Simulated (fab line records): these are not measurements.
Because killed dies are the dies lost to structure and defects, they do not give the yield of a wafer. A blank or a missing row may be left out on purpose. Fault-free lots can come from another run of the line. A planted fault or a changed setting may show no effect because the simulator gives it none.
Which tool was responsible?    flow n5 finfet    8 lots with 24 wafers sampled at 6 steps, on a route of 1938 steps

WHAT EACH GAUGE READ, for each wafer
N5_SD_EPI_N_CD_MEAS_09: the cd target is 120 nm.
lot   measured     on         cd nm (nm)
L568  day 3 13:17  cd sem-01  119.8 119.7 119.5
L570  day 4 05:50  cd sem-02  120.0 120.3 119.4
L573  day 4 22:08  cd sem-01  120.0 120.2 119.6
L579  day 6 07:46  cd sem-01  119.8 120.0 120.0
L580  day 6 14:34  cd sem-02  119.6 119.6 120.1
L586  day 8 01:49  cd sem-02  120.0 121.0 120.0
L587  day 8 09:52  cd sem-01  119.2 119.1 119.3
L588  day 8 15:32  cd sem-02  120.1 121.1 120.8

N5_BEOL_M4_RC_MEAS_101.
lot   measured      on         DIBL_N (mV/V)   DIBL_P (mV/V)   IOFF_N (nA/um)     IOFF_P (nA/um)     ION_N (uA/um)  ION_P (uA/um)  REXT_N (ohm.um)  SS_N (mV/dec)   SS_P (mV/dec)   VT_N (mV)          VT_P (mV)
L568  day 9 02:06   prober-02  34.1 33.4 34.4  36.7 36.1 36.6  0.150 0.139 0.148  0.207 0.206 0.195  674 665 664    467 463 455    77.8 78.8 78.5   71.5 71.5 71.6  73.5 73.4 73.8  247.2 248.8 246.3  -250.3 -250.9 -252.2
L570  day 9 11:50   prober-02  35.4 35.8 35.4  35.4 35.4 35.4  0.143 0.147 0.144  0.196 0.200 0.190  674 677 669    466 456 460    73.8 73.4 73.4   71.4 70.9 71.3  72.8 72.8 72.3  250.7 249.8 251.7  -251.0 -250.4 -251.9
L573  day 10 09:09  prober-01  37.4 37.9 38.0  38.0 38.7 39.7  0.171 0.185 0.196  0.221 0.240 0.259  674 677 682    466 466 477    75.6 75.2 75.4   72.1 70.7 72.0  74.5 74.4 74.4  248.5 249.1 246.2  -248.4 -250.1 -249.4
L579  day 12 10:47  prober-02  30.4 32.0 33.2  35.9 37.8 39.1  0.077 0.089 0.100  0.200 0.235 0.258  621 621 630    456 462 466    86.1 87.2 87.2   70.1 70.9 70.9  72.8 73.3 73.7  259.9 258.9 257.9  -248.3 -248.9 -249.0
L580  day 12 04:38  prober-02  32.0 33.4 32.5  38.5 39.6 38.3  0.116 0.126 0.113  0.288 0.301 0.290  650 628 640    482 470 475    85.2 86.5 85.6   70.9 72.1 71.2  74.1 74.6 73.8  250.3 253.2 253.1  -244.9 -244.2 -243.0
L586  day 13 21:12  prober-01  35.8 32.8 34.9  38.0 34.6 37.1  0.168 0.121 0.152  0.216 0.176 0.203  673 669 685    462 460 474    74.7 75.6 74.2   71.5 71.3 71.5  73.4 72.8 73.5  249.3 251.3 252.4  -252.6 -253.5 -249.4
L587  day 14 01:19  prober-02  37.1 36.4 36.6  38.5 37.5 37.4  0.190 0.170 0.165  0.239 0.215 0.209  690 691 679    472 468 462    77.4 76.1 75.9   71.4 71.4 71.7  74.4 74.6 73.0  247.0 248.6 249.0  -248.6 -250.0 -248.8
L588  day 14 04:28  prober-02  34.8 35.1 36.2  35.7 36.5 37.1  0.130 0.138 0.155  0.177 0.189 0.208  667 674 671    465 461 459    75.5 74.2 74.5   71.1 71.4 71.0  73.4 72.4 73.0  252.7 252.6 252.4  -253.0 -253.8 -251.6

EACH LOT AND THE TOOL THAT RAN IT (in order: tool; ch and the chambers of the sampled wafers; start)
lot   N5_DUMMY_GATE_ETCH_42              N5_DUMMY_GATE_STRIP_48             N5_SPACER0_ALD_00                 N5_SD_EPI_P_VAPOR_ETCH_44
L568  rie diel-04 ch 0,1,3, day 3 12:10  rie diel-04 ch 0,1,3, day 3 12:13  ald sin-04 ch 0,2,3, day 3 12:35  epi rpcvd-02 ch 0, day 3 19:04
L570  rie diel-04 ch 1,2, day 4 03:43    rie diel-04 ch 1,2, day 4 03:46    ald sin-03 ch 0,1, day 4 05:01    epi rpcvd-02 ch 0, day 4 14:37
L573  rie diel-02 ch 0,3, day 4 19:59    rie diel-02 ch 0,3, day 4 20:02    ald sin-03 ch 0,3, day 4 21:20    epi rpcvd-02 ch 0, day 5 05:12
L579  rie diel-04 ch 0,2,3, day 6 06:31  rie diel-04 ch 0,2,3, day 6 06:34  ald sin-03 ch 0,2,3, day 6 06:58  epi rpcvd-02 ch 0, day 6 14:55
L580  rie diel-02 ch 0,3, day 6 13:27    rie diel-02 ch 0,3, day 6 13:29    ald sin-03 ch 1,2,3, day 6 13:52  epi rpcvd-02 ch 0, day 6 21:42
L586  rie diel-04 ch 0,2, day 8 00:34    rie diel-04 ch 0,2, day 8 00:37    ald sin-02 ch 2,3, day 8 01:00    epi rpcvd-04 ch 0, day 8 08:26
L587  rie diel-02 ch 1,2,3, day 8 08:18  rie diel-02 ch 1,2,3, day 8 08:20  ald sin-04 ch 1,3, day 8 09:02    epi rpcvd-01 ch 0, day 8 17:22
L588  rie diel-01 ch 0,2,3, day 8 14:18  rie diel-01 ch 0,2,3, day 8 14:20  ald sin-02 ch 0,2,3, day 8 14:43  epi rpcvd-01 ch 0, day 8 21:33
- N5_DUMMY_GATE_ETCH_42: etches SiO2 in CHF3/O2, target depth 3.5 nm, time 31 s.
- N5_DUMMY_GATE_STRIP_48: strips in N2/H2, time 20 s.
- N5_SPACER0_ALD_00: deposits SiOCN, target thk 3.5 nm, pulse time 3 s, purge time 2 s.
- N5_SD_EPI_P_VAPOR_ETCH_44: etches SiGe30 in NF3/Ar, time 3.3 s.

WHAT THE TOOLS THEMSELVES READ (means of the sampled wafers that have a number; where no wafer has one, the mark that the record gives instead)
N5_DUMMY_GATE_ETCH_42.
lot   tool         drypump motor current A (A)  oes product au (a.u.)  rf vpp V (V)  showerhead plenum p Torr (Torr)  throttle valve pct (%)
L568  rie diel-04  5.1                          0.79                   42.3          2.38                             18.76
L570  rie diel-04  5.3                          0.87                   42.2          2.41                             18.80
L573  rie diel-02  5.8                          0.73                   42.1          2.50                             18.89
L579  rie diel-04  5.2                          0.73                   43.0          2.42                             18.75
L580  rie diel-02  5.8                          0.73                   41.9          2.49                             18.90
L586  rie diel-04  5.1                          0.75                   42.1          2.49                             18.75
L587  rie diel-02  5.9                          0.81                   42.5          2.46                             18.76
L588  rie diel-01  5.5                          0.79                   42.8          2.39                             18.54

N5_DUMMY_GATE_STRIP_48.
lot   tool         drypump motor current A (A)  oes product au (a.u.)  rf vpp V (V)  showerhead plenum p Torr (Torr)  throttle valve pct (%)
L568  rie diel-04  5.1                          0.78                   45.3          3.34                             12.22
L570  rie diel-04  5.3                          0.86                   45.5          3.38                             12.13
L573  rie diel-02  5.9                          0.73                   45.0          3.48                             12.37
L579  rie diel-04  5.2                          0.72                   45.7          3.41                             12.26
L580  rie diel-02  5.8                          0.72                   46.0          3.47                             12.40
L586  rie diel-04  5.1                          0.74                   45.8          3.50                             12.26
L587  rie diel-02  5.9                          0.80                   45.3          3.43                             12.17
L588  rie diel-01  5.5                          0.78                   45.4          3.35                             11.98

N5_SPACER0_ALD_00.
lot   tool        chamber pressure Torr (Torr)  heater power outer w (W)  heater power w (W)  precursor pulse height rel  susceptor temp C (C)
L568  ald sin-04  1.999                         574                       904                 0.996                       400.21
L570  ald sin-03  1.997                         536                       896                 0.994                       400.06
L573  ald sin-03  2.003                         530                       842                 1.007                       399.73
L579  ald sin-03  2.001                         514                       817                 0.989                       399.96
L580  ald sin-03  1.994                         502                       792                 1.012                       400.18
L586  ald sin-02  2.003                         588                       891                 1.003                       400.15
L587  ald sin-04  2.000                         532                       830                 0.996                       399.75
L588  ald sin-02  1.996                         611                       956                 0.983                       400.04

N5_SD_EPI_P_VAPOR_ETCH_44.
lot   tool          susceptor temp C (C)
L568  epi rpcvd-02  24.93
L570  epi rpcvd-02  25.11
L573  epi rpcvd-02  24.95
L579  epi rpcvd-02  24.94
L580  epi rpcvd-02  24.98
L586  epi rpcvd-04  25.06
L587  epi rpcvd-01  25.03
L588  epi rpcvd-01  25.05

THE ANSWER, worked out from the rows above alone
Rule: the usual values come from the lots themselves. The widest of any qualifying gaps counts: lots, ordered by their means at a reading, are off when they make up no more than a third of the lots, leave a main group of 4 or more, and stand apart from it by 3 or more times the standard deviation of that group's means. A main group whose means are all the same, to the digits that the tables above print for the reading, isn't used. A lot without any number at a reading at which 4 lots or more have one is off too. The other lots that the step has rows for count as sound. Order of review: gauges by route order, followed by the tools' own readings, for which a lot's mean as printed above is used. The first step at which some lot is off is used, and at that step the reading that is off furthest; a lot without a number counts as furthest.
Off: L579, L580, seen at N5_BEOL_M4_RC_MEAS_101 (REXT_N). The main group: mean 75.6 ohm.um, standard deviation 1.5.
A tool fits if, at a process step before that reading, it ran every lot that is off, and no sound lot after the first of them. The gauges at N5_BEOL_M4_RC_MEAS_101 are tried like those tools. This does not decide it: 2 tools fit, namely ald sin-03 at N5_SPACER0_ALD_00 and epi rpcvd-02 at N5_SD_EPI_P_VAPOR_ETCH_44.

WHAT WAS PUT IN BY THE SIMULATOR
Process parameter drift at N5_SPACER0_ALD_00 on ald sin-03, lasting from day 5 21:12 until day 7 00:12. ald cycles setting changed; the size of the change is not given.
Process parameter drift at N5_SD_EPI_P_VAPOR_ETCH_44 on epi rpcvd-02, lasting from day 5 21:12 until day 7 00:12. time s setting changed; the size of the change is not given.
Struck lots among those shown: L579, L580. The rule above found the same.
